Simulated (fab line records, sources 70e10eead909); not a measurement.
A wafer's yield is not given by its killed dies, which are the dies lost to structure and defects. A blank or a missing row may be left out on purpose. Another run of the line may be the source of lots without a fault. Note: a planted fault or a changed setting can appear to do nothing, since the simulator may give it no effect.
Matching of chambers / flow nand_harc / NHARC_P_M1_STRIP_18 on rie_diel-01: 4 sister chambers
The step strips in N2/H2. 4 wafers are shown with their chamber, then 10 later ones without.

## WAFERS, EACH WITH ITS CHAMBER
wafer=L087.5; chamber=0; oes_product_au (a.u.)=1.002
wafer=L087.6; chamber=1; oes_product_au (a.u.)=0.997
wafer=L088.1; chamber=2; oes_product_au (a.u.)=1.013
wafer=L088.2; chamber=3; oes_product_au (a.u.)=1.002

## WAFERS WITH NO CHAMBER GIVEN
wafer=L088.4; oes_product_au (a.u.)=1.012
wafer=L089.1; oes_product_au (a.u.)=0.996
wafer=L089.2; oes_product_au (a.u.)=1.016
wafer=L089.5; oes_product_au (a.u.)=1.011
wafer=L095.1; oes_product_au (a.u.)=1.009
wafer=L095.2; oes_product_au (a.u.)=0.985
wafer=L095.3; oes_product_au (a.u.)=0.999
wafer=L097.1; oes_product_au (a.u.)=0.990
wafer=L097.3; oes_product_au (a.u.)=0.998
wafer=L097.5; oes_product_au (a.u.)=1.001

## THE CHAMBER EACH PASSED THROUGH
wafer=L088.4; from the rows above=can't be placed: 2 or 0 or 3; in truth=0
wafer=L089.1; from the rows above=can't be placed: 1 or 0 or 3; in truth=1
wafer=L089.2; from the rows above=2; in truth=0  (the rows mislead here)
wafer=L089.5; from the rows above=can't be placed: 2 or 0 or 3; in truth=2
wafer=L095.1; from the rows above=can't be placed: 2 or 0 or 3 or 1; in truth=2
wafer=L095.2; from the rows above=can't be placed: 1 or 0 or 3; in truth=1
wafer=L095.3; from the rows above=can't be placed: 1 or 0 or 3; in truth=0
wafer=L097.1; from the rows above=can't be placed: 1 or 0 or 3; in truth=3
wafer=L097.3; from the rows above=can't be placed: 1 or 0 or 3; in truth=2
wafer=L097.5; from the rows above=can't be placed: 0 or 3 or 1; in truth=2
Placed correctly: 0 of 10. Cannot be placed on the basis of these rows: 9; the candidates contain the true chamber in 7. Placed wrongly: 1.
How it was worked out, from the rows above alone: a wafer's distance from a chamber is the root of the sum, over the readings, of the square of ((its reading less the chamber's mean) divided by the reading's scatter). If the next closest chamber is less than 2 further off than the closest, the wafer can't be placed; otherwise it belongs to the closest. The mean given for a chamber averages the wafers shown for that chamber. The scatter (one wafer shown for each chamber): square how far every hidden wafer sits from the nearest shown wafer, average those squares and take the square root.
